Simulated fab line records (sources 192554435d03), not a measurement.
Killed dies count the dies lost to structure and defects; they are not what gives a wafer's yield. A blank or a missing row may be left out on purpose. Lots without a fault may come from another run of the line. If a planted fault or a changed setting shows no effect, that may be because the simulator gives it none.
fab line records	flow n5_finfet
record: lots: 10	wafers: 28	last_day: 19
route steps=1938 shown BEOL_M0_SAQP@659 BEOL_M4@1111 PASSIVATION@1936
lots untouched by any fault: they come from a run of this same line in which no faults occurred
start_h: hours from the record's opening day to when the first of the lot's shown wafers began	wait_h: hours since the lot's step before	" identical to the entry in the row above	L1.1+2: one row covering several wafers at once	- no value, or no start was given	* or withheld: withheld	< > ~ a bound
route shown NAME@n: names a module that has steps shown in the file, with the first one's number in the route	usual: average and standard deviation across the fault-free wafers	same: alike in all rows	chamber/n: place in a boat	sites: each site's reading	_std_site: their standard deviation	_edge_site: mean of outer sites minus mean of inner sites	radius_mm: for every site, how far away it sits from the centre of the wafer	mask NAME#n: copy n	behind: tool/chamber where the wafer was last shaped	hold: why the lot went on hold/how many hours it stayed there/how the hold came to an end	device: the transistor (n, p or np) that didn't switch	end of line: the route-end tests of the same wafers	step lacking rows: just its recipe	killed: not the wafer's yield, but the dies lost to structure and defects at the first sort	map: the dies of a wafer, with x for killed, . for not killed, _ for no die there
set.NAME: the setting the step ran with; set.NAME@STEP: the setting that earlier step ran with	model.NAME: the simulator's own value behind a step, which no gauge read
steps of the route over a sample of lots; a table a step, a row a wafer
services: a tool's chamber out of use, with start hour (start_h, from the record's first day; less than 0 if before it), hours out, and reason
== steps ==
step: N5_BEOL_M0_SAQP_STRIP_86
recipe: chemistry: N2/H2	power_w: 500	temp_c: 40	pressure_mtorr: 50	rf_frequency_hz: 6e+07	overash_fraction: 0.3	bias_power_w: 28	h2_frac: 0.5	n2_flow_sccm: 300	h2_flow_sccm: 300
usual: drypump_motor_current_A: 5.6/0.45	n2_flow_sccm: 299.9/0.81	oes_product_au: 0.76/0.069	rf_vpp_V: 122.0/1.4	showerhead_plenum_p_Torr: 3.37/0.089	throttle_valve_pct: 19.0/0.41
lot.wafer	tool	chamber	start_h	wait_h	drypump_motor_current_A	n2_flow_sccm	oes_product_au	rf_hours_counter_h	rf_vpp_V	showerhead_plenum_p_Torr	throttle_valve_pct
L759.3	rie_diel-02	1	121.89	0.1	5.7	301.0	0.88	26	122.1	3.31	18.7
L759.6	"	1	"	"	5.7	300.5	0.88	-	121.3	3.31	18.7
L761.3	rie_diel-05	3	130.30	0.1	5.1	299.1	0.67	228	120.5	3.30	19.4
L761.5	"	3	"	"	5.1	299.4	0.69	-	121.3	3.30	19.4
L763.2	rie_diel-02	2	144.46	0.1	6.0	300.4	0.77	145	120.8	3.37	18.8
L763.5	"	1	"	"	5.6	300.0	0.87	-	123.0	3.30	18.7
L763.6	"	2	"	"	6.1	300.6	0.77	-	122.3	3.37	18.7
L769.1	rie_diel-02	2	180.14	0.1	6.1	300.0	0.75	158	120.5	3.36	18.8
L769.2	"	1	"	"	5.6	298.9	0.85	46	122.2	3.30	18.8
L769.4	"	1	"	"	5.6	299.8	0.85	-	123.8	3.30	18.7
L771.2	rie_diel-06	1	193.83	0.1	6.5	301.2	0.68	230	122.0	3.34	19.3
L771.3	"	3	"	"	5.7	299.5	0.71	186	123.8	3.47	19.0
L771.5	"	3	"	"	5.7	301.2	0.72	-	121.9	3.47	19.0
L772.1	rie_diel-05	1	198.87	0.1	5.6	299.1	0.70	218	120.5	3.46	18.8
L772.3	"	0	"	"	5.3	301.4	0.83	88	122.8	3.24	18.0
L772.4	"	2	"	"	6.2	299.1	0.83	65	122.6	3.43	18.6
L775.4	rie_diel-06	0	214.83	0.1	5.2	300.1	0.79	118	122.6	3.25	19.3
L775.5	"	0	"	"	5.2	299.3	0.78	-	122.7	3.25	19.3
L775.6	"	1	"	"	6.5	299.3	0.67	-	121.0	3.34	19.3
L776.2	rie_diel-05	3	221.15	0.1	5.1	300.3	0.66	250	122.2	3.29	19.4
L776.3	"	1	"	"	5.6	299.6	0.68	221	122.2	3.46	18.8
L776.5	"	0	"	"	5.2	299.5	0.84	-	120.5	3.23	18.0
L777.1	rie_diel-02	2	227.90	0.1	6.1	300.0	0.74	171	122.9	3.35	18.8
L777.2	"	3	"	"	5.6	300.6	0.92	10	120.7	3.31	18.9
L777.3	"	1	"	"	5.6	299.5	0.83	59	122.5	3.29	18.7
L780.1	rie_diel-06	1	250.88	0.1	6.5	300.5	0.66	243	121.7	3.33	19.3
L780.3	"	0	"	"	5.2	300.1	0.79	127	120.6	3.25	19.3
L780.5	"	3	"	"	5.7	299.6	0.71	-	123.7	3.46	19.0
step: N5_BEOL_M0_SAQP_STRIP_108
recipe: chemistry: N2/H2	power_w: 500	temp_c: 40	pressure_mtorr: 50	rf_frequency_hz: 6e+07	overash_fraction: 0.3	bias_power_w: 28	h2_frac: 0.5	n2_flow_sccm: 300	h2_flow_sccm: 300
usual: drypump_motor_current_A: 5.7/0.46	n2_flow_sccm: 300.0/0.89	oes_product_au: 0.75/0.072	rf_vpp_V: 122.0/0.82	showerhead_plenum_p_Torr: 3.37/0.089	throttle_valve_pct: 19.0/0.46
lot.wafer	tool	chamber	start_h	wait_h	drypump_motor_current_A	n2_flow_sccm	oes_product_au	rf_hours_counter_h	rf_vpp_V	showerhead_plenum_p_Torr	throttle_valve_pct
L759.3	rie_diel-05	3	124.11	0.0	5.1	299.3	0.69	226	122.2	3.30	19.4
L759.6	"	1	"	"	5.6	300.2	0.72	-	122.0	3.47	18.8
L761.3	rie_diel-05	3	132.34	0.0	5.1	300.0	0.68	228	121.6	3.30	19.4
L761.5	"	1	"	"	5.6	299.7	0.72	-	123.5	3.47	18.8
L763.2	rie_diel-02	1	147.11	0.0	5.6	300.6	0.86	34	121.8	3.30	18.7
L763.5	"	2	"	"	6.0	299.4	0.76	-	121.4	3.37	18.7
L763.6	"	3	"	"	5.6	299.6	0.67	-	122.5	3.31	19.3
L769.1	rie_diel-05	0	182.17	0.0	5.2	299.7	0.84	83	121.9	3.24	18.0
L769.2	"	2	"	"	6.2	299.6	0.84	60	122.8	3.44	18.6
L769.4	"	1	"	"	5.7	298.1	0.70	212	123.0	3.46	18.8
L771.2	rie_diel-05	2	195.89	0.0	6.2	298.4	0.84	64	122.8	3.43	18.6
L771.3	"	0	"	"	5.2	299.1	0.84	87	122.2	3.24	18.0
L771.5	"	1	"	"	5.6	299.2	0.71	-	121.4	3.46	18.8
L772.1	rie_diel-06	1	201.75	0.0	6.5	300.3	0.67	231	121.4	3.34	19.3
L772.3	"	3	"	"	5.6	300.8	0.71	188	123.0	3.47	19.0
L772.4	"	0	"	"	5.2	301.1	0.80	115	121.2	3.25	19.3
L775.4	rie_diel-06	2	217.14	0.0	5.6	300.9	0.74	184	122.5	3.47	19.4
L775.5	"	3	"	"	5.6	301.6	0.71	-	123.3	3.47	19.0
L775.6	"	2	"	"	5.6	302.0	0.75	-	121.9	3.48	19.4
L776.2	rie_diel-06	2	223.37	0.0	5.6	299.9	0.73	186	121.9	3.47	19.4
L776.3	"	3	"	"	5.7	299.9	0.70	193	121.9	3.47	19.0
L776.5	"	0	"	"	5.1	299.7	0.80	-	121.0	3.25	19.3
L777.1	rie_diel-06	2	229.89	0.0	5.7	300.0	0.73	188	122.5	3.47	19.4
L777.2	"	1	"	"	6.6	299.8	0.67	238	121.8	3.34	19.3
L777.3	"	0	"	"	5.2	299.6	0.79	122	119.7	3.25	19.3
L780.1	rie_diel-06	0	253.01	0.0	5.2	300.3	0.78	127	122.1	3.25	19.3
L780.3	"	3	"	"	5.7	300.0	0.70	201	122.0	3.46	19.0
L780.5	"	1	"	"	6.6	299.1	0.67	-	121.6	3.33	19.3
step: N5_BEOL_M0_SAQP_CD_MEAS_40
recipe: target_cd_nm: 30	landing_energy_ev: 500	detector: se_inlens
usual: cd_nm: 29.95/0.23
lot.wafer	tool	chamber	start_h	wait_h	cd_nm
L759.3	cd_sem-02	0	125.37	-	29.84
L759.6	"	0	"	"	30.07
L761.3	cd_sem-03	0	134.81	-	29.97
L761.5	"	0	"	"	29.78
L763.2	cd_sem-02	0	148.59	-	30.10
L763.5	"	0	"	"	29.90
L763.6	"	0	"	"	29.93
L769.1	cd_sem-03	0	183.42	-	29.89
L769.2	"	0	"	"	29.71
L769.4	"	0	"	"	29.88
L771.2	cd_sem-02	0	197.27	-	29.73
L771.3	"	0	"	"	30.09
L771.5	"	0	"	"	29.64
L772.1	cd_sem-01	0	203.34	-	29.86
L772.3	"	0	"	"	29.63
L772.4	"	0	"	"	29.88
L775.4	cd_sem-02	0	218.52	-	29.67
L775.5	"	0	"	"	29.68
L775.6	"	0	"	"	29.77
L776.2	cd_sem-01	0	224.63	-	30.15
L776.3	"	0	"	"	29.69
L776.5	"	0	"	"	30.19
L777.1	cd_sem-02	0	231.30	-	29.93
L777.2	"	0	"	"	29.72
L777.3	"	0	"	"	29.98
L780.1	cd_sem-01	0	254.74	-	29.79
L780.3	"	0	"	"	29.86
L780.5	"	0	"	"	29.74
step: N5_BEOL_M0_SAQP_CUT_ETCH_46
recipe: chemistry: N2/H2	target: SOC	target_depth_a: 1350	overetch_a: 270	temp_c: 40	time_s: 202.5	ion_energy_ev: 200	mask_material: SiARC	pressure_mtorr: 30	source_w: 840	bias_w: 150	n2_flow_sccm: 200	h2_flow_sccm: 200
usual: bias_w: 150.0/0.41	chamber_pressure_mTorr: 29.998/0.027	drypump_motor_current_A: 5.6/0.4	n2_flow_sccm: 200.0/0.56	rf_vpp_V: 524.0/1.9	showerhead_plenum_p_Torr: 2.55/0.066	throttle_valve_pct: 17.81/0.24
lot.wafer	tool	chamber	start_h	wait_h	bias_w	chamber_pressure_mTorr	drypump_motor_current_A	n2_flow_sccm	rf_hours_counter_h	rf_vpp_V	showerhead_plenum_p_Torr	throttle_valve_pct
L759.3	rie_diel-06	0	125.58	0.0	149.8	29.968	5.2	199.8	95	521.7	2.47	18.04
L759.6	"	1	"	"	150.2	29.987	6.6	200.2	-	523.3	2.54	18.01
L761.3	rie_diel-05	0	135.36	0.0	149.6	29.979	5.2	200.1	70	521.6	2.45	17.22
L761.5	"	2	"	"	150.1	30.042	6.2	199.4	-	524.1	2.61	17.53
L763.2	rie_diel-02	0	148.79	0.0	150.0	30.011	5.1	199.3	184	526.8	2.62	18.11
L763.5	"	1	"	"	150.4	29.992	5.6	199.2	-	522.3	2.50	17.83
L763.6	"	0	"	"	149.5	30.025	5.1	201.4	-	526.3	2.62	18.11
L769.1	rie_diel-05	0	183.63	0.0	149.5	29.991	5.2	200.4	83	521.6	2.45	17.24
L769.2	"	1	"	"	148.8	30.038	5.6	200.7	213	525.5	2.63	17.76
L769.4	"	2	"	"	150.3	29.997	6.2	199.5	61	525.0	2.60	17.56
L771.2	rie_diel-02	2	197.48	0.0	-	-	-	-	-	-	-	-
L771.3	"	3	"	"	-	-	-	-	-	-	-	-
L771.5	"	3	"	"	-	-	-	-	-	-	-	-
L772.1	rie_diel-06	0	203.75	0.0	-	-	-	-	-	-	-	-
L772.3	"	1	"	"	-	-	-	-	-	-	-	-
L772.4	"	3	"	"	-	-	-	-	-	-	-	-
L775.4	rie_diel-06	1	218.86	0.0	149.5	29.971	6.6	198.7	236	523.3	2.53	18.08
L775.5	"	3	"	"	150.0	30.021	5.7	199.2	-	525.9	2.63	17.94
L775.6	"	0	"	"	149.7	30.040	5.2	199.2	-	522.8	2.46	18.08
L776.2	rie_diel-02	3	224.83	0.0	149.4	29.998	5.6	200.3	9	522.4	2.50	17.69
L776.3	"	1	"	"	150.0	30.035	5.6	200.3	58	521.2	2.49	17.85
L776.5	"	1	"	"	149.5	29.990	5.6	200.7	-	522.5	2.49	17.85
L777.1	rie_diel-02	2	231.51	0.0	150.4	29.948	6.1	199.9	172	525.3	2.54	17.76
L777.2	"	1	"	"	149.5	30.063	5.6	200.0	61	521.7	2.49	17.87
L777.3	"	3	"	"	149.8	30.024	5.6	200.0	11	523.4	2.50	17.69
L780.1	rie_diel-02	3	255.64	0.0	149.8	29.956	5.6	200.1	20	523.3	2.50	17.71
L780.3	"	1	"	"	149.8	30.021	5.6	199.9	70	522.5	2.48	17.89
L780.5	"	1	"	"	149.9	29.985	5.6	200.4	-	522.1	2.49	17.88
step: N5_BEOL_M4_RC_MEAS_101
usual: DIBL_N: 36.5/1.9	DIBL_P: 36.4/2.2	IOFF_N: 0.17/0.034	IOFF_P: 0.21/0.036	ION_N: 678/12	ION_P: 462/7.1	SS_N: 71.7/0.61	SS_P: 73.4/0.71	VT_N: 249/3.5	VT_P: -251/3
lot.wafer	tool	chamber	start_h	wait_h	DIBL_N[mV/V]	DIBL_P[mV/V]	IOFF_N[nA/um]	IOFF_P[nA/um]	ION_N[uA/um]	ION_P[uA/um]	SS_N[mV/dec]	SS_P[mV/dec]	VT_N[mV]	VT_P[mV]
L761.3	prober-01	0	193.03	0.3	34.2	34.7	0.15	0.20	675	464	70.5	72.9	249	-249
L761.5	"	0	"	"	34.4	34.6	0.15	0.20	676	471	70.9	73.6	250	-248
L759.3	prober-02	0	204.51	0.3	39.2	39.0	0.22	0.23	689	462	72.0	74.0	246	-252
L759.6	"	0	"	"	39.5	38.4	0.22	0.24	677	464	72.4	73.7	245	-252
L763.2	prober-01	0	213.71	0.2	38.0	36.3	0.18	0.21	679	458	71.9	73.6	250	-251
L763.5	"	0	"	"	38.1	36.2	0.17	0.19	669	453	72.0	73.5	252	-255
L763.6	"	0	"	"	36.9	36.1	0.16	0.21	676	461	71.0	73.4	248	-249
L769.1	prober-01	0	276.51	0.0	38.7	36.9	0.17	0.20	686	460	71.9	73.5	248	-252
L769.2	"	0	"	"	37.4	35.4	0.15	0.18	657	455	71.2	73.8	254	-254
L769.4	"	0	"	"	39.8	39.0	0.20	0.24	690	466	72.5	74.3	249	-252
L776.2	prober-01	0	298.12	0.2	36.8	38.1	0.18	0.22	676	468	71.6	73.6	248	-252
L776.3	"	0	"	"	35.3	37.1	0.16	0.19	673	456	72.2	72.8	251	-254
L776.5	"	0	"	"	35.3	37.4	0.17	0.20	689	470	72.2	72.9	249	-252
L775.4	prober-01	0	307.56	0.5	33.3	34.4	0.14	0.16	686	462	72.0	72.5	250	-254
L775.5	"	0	"	"	33.8	34.5	0.12	0.16	662	455	71.7	73.3	254	-253
L775.6	"	0	"	"	35.5	36.3	0.16	0.19	674	456	71.9	73.9	250	-253
L777.1	prober-01	0	318.58	0.0	38.7	38.4	0.20	0.27	687	466	72.4	74.0	247	-246
L777.2	"	0	"	"	36.4	35.0	0.16	0.21	684	465	71.9	73.6	249	-250
L777.3	"	0	"	"	35.9	34.8	0.14	0.20	678	468	71.1	73.4	252	-253
L780.1	prober-01	0	347.71	0.0	36.4	35.3	0.16	0.21	669	459	71.8	73.7	250	-250
L780.3	"	0	"	"	34.1	32.6	0.13	0.17	673	464	71.4	72.4	253	-253
L780.5	"	0	"	"	34.1	32.6	0.13	0.18	676	466	71.1	73.0	251	-252
step: N5_PASSIVATION_PROBE_49
usual: defect_limited_yield: 91.0/1.5	killed_at_M0_to_M3: 35/11	killed_at_M4_up: 13/5	killed_at_contacts: 12/5.9	killed_at_front_end: 42/13	killed_at_other: 3/3.2	killed_dies: 106/18	killed_on_rim: 14/4.2	killed_open: 69/13	killed_short: 35/8.9	sort_bin_5_function: 5.2/0.95	sort_bin_6_memory: 3.3/0.71	sort_n_pass: 1074/18	sort_yield_pct: 91.0/1.5
same: gross_dies: 1180	killed_at_back_side: 0	sort_bin_4_leakage[%]: 0	sort_bin_8_speed[%]: 0
lot.wafer	tool	chamber	start_h	wait_h	defect_limited_yield[%]	killed_at_M0_to_M3	killed_at_M4_up	killed_at_contacts	killed_at_front_end	killed_at_other	killed_dies	killed_on_rim	killed_open	killed_short	sort_bin_5_function[%]	sort_bin_6_memory[%]	sort_n_pass	sort_yield_pct[%]
L771.2	prober-01	-	392.09	0.1	0	1101	14	7	55	3	1180	152	72	37	97.1	2.6	0	0
L771.3	prober-01	-	392.14	0.1	0	1105	13	8	44	10	1180	152	75	28	96.1	3.5	0	0
L771.5	prober-01	-	392.24	0.2	0	1111	15	17	32	5	1180	152	70	30	96.1	3.6	0	0
L772.1	prober-02	-	402.34	0.0	0	1088	7	21	60	4	1180	152	86	27	96.3	3.4	0	0
L772.3	prober-02	-	402.44	0.1	0	1123	9	8	31	9	1180	152	52	31	96.9	2.6	0	0
L772.4	prober-02	-	402.49	0.2	0	1120	7	18	32	3	1180	152	65	29	95.9	3.8	0	0
killed by level:class
L771.2 BEOL_M0_SAQP:area_etch=1071 FIN_SAQP:geometric_particle:open=18 FIN_SAQP:geometric_particle:short=8 DUMMY_GATE:geometric_particle:open=7 STI_FIN_REVEAL:geometric_particle:open=6 BEOL_M1:geometric_particle:open=6 BEOL_M6:geometric_particle:open=5 GATE_CUT:geometric_particle:short=5
L771.3 BEOL_M0_SAQP:area_etch=1077 FIN_SAQP:geometric_particle:open=18 BEOL_M3:geometric_particle:open=11 STI_FIN_REVEAL:geometric_particle:open=10 MOL_CONTACT_COAG:geometric_particle:open=6 FIN_SAQP:geometric_particle:short=5 BEOL_M0_SAQP:geometric_particle:short=5 BEOL_M4:geometric_particle:open=5
L771.5 BEOL_M0_SAQP:area_etch=1080 FIN_SAQP:geometric_particle:open=13 MOL_CONTACT_COAG:geometric_particle:open=13 BEOL_M4:geometric_particle:open=10 BEOL_M1:geometric_particle:open=7 BEOL_M3:geometric_particle:open=7 FIN_SAQP:geometric_particle:short=5 GATE_CUT:geometric_particle:short=4
L772.1 BEOL_M0_SAQP:area_etch=1065 FIN_SAQP:geometric_particle:open=19 MOL_CONTACT_COAG:geometric_particle:open=19 FIN_SAQP:geometric_particle:short=11 DUMMY_GATE:geometric_particle:open=10 STI_FIN_REVEAL:geometric_particle:open=7 BEOL_M0_SAQP:geometric_particle:open=7 BEOL_M2:geometric_particle:open=6
L772.3 BEOL_M0_SAQP:area_etch=1093 BEOL_M3:geometric_particle:open=10 FIN_SAQP:geometric_particle:open=9 FIN_SAQP:geometric_particle:short=7 BEOL_M1:geometric_particle:open=6 MOL_CONTACT_COAG:geometric_particle:open=5 BEOL_M0_SAQP:geometric_particle:short=4 STARTING-WAFER:geometric_particle:short=4
L772.4 BEOL_M0_SAQP:area_etch=1085 MOL_CONTACT_COAG:geometric_particle:open=13 STI_FIN_REVEAL:geometric_particle:open=7 DUMMY_GATE:geometric_particle:open=7 BEOL_M3:geometric_particle:open=7 BEOL_M2:geometric_particle:open=7 FIN_SAQP:geometric_particle:short=5 MOL_CONTACT_COAG:geometric_particle:short=5
== services ==
tool	chamber	start_h	hours	kind
rie_diel-02	0	110.40	10.7	repair
rie_diel-02	-	134.86	0.7	repair
rie_diel-02	3	147.66	-	clean
rie_diel-02	3	147.66	-	consumable_replace:focus_ring
rie_diel-02	3	147.66	33.6	scheduled_down
rie_diel-02	3	147.66	33.6	vent_cycle
rie_diel-02	3	205.74	6.4	repair
rie_diel-02	0	207.35	34.2	repair
rie_diel-05	3	225.33	-	clean
rie_diel-05	3	225.33	-	consumable_replace:focus_ring
rie_diel-05	3	225.33	13.3	scheduled_down
rie_diel-05	3	225.33	13.3	vent_cycle
== key ==
first_sign: step: N5_BEOL_M0_SAQP_CUT_ETCH_46	reading: tool_record	direction: missing
effect: step: N5_PASSIVATION_PROBE_49	reading: killed_at_M0_to_M3	direction: up	sigmas: 99	usual: 35	struck: 1108
more_kills_born_at: N5_BEOL_M0_SAQP_CUT_ETCH_46@rie_diel-06: 3243	N5_BEOL_M0_SAQP_CUT_ETCH_46@rie_diel-02: 3228
met_at N5_BEOL_M0_SAQP_CUT_ETCH_46
struck_lots L771,L772
later_rows_left_out L771.2,L771.3,L771.5,L772.1,L772.3,L772.4
not_acting_at N5_BEOL_M0_SAQP_STRIP_86,N5_BEOL_M0_SAQP_STRIP_108,N5_BEOL_M0_SAQP_CD_MEAS_40
onset_between 148.79 197.48
fault: kind: skipped_step_whole	tool: rie_diel-02,rie_diel-06	chamber: -	onset_h: 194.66	steps: N5_BEOL_M0_SAQP_CUT_ETCH_46	scope: struck_lots_only
later_rows_left_out: the simulator's readings of these wafers behind a module that went badly wrong aren't trusted and aren't shown, but for the sort
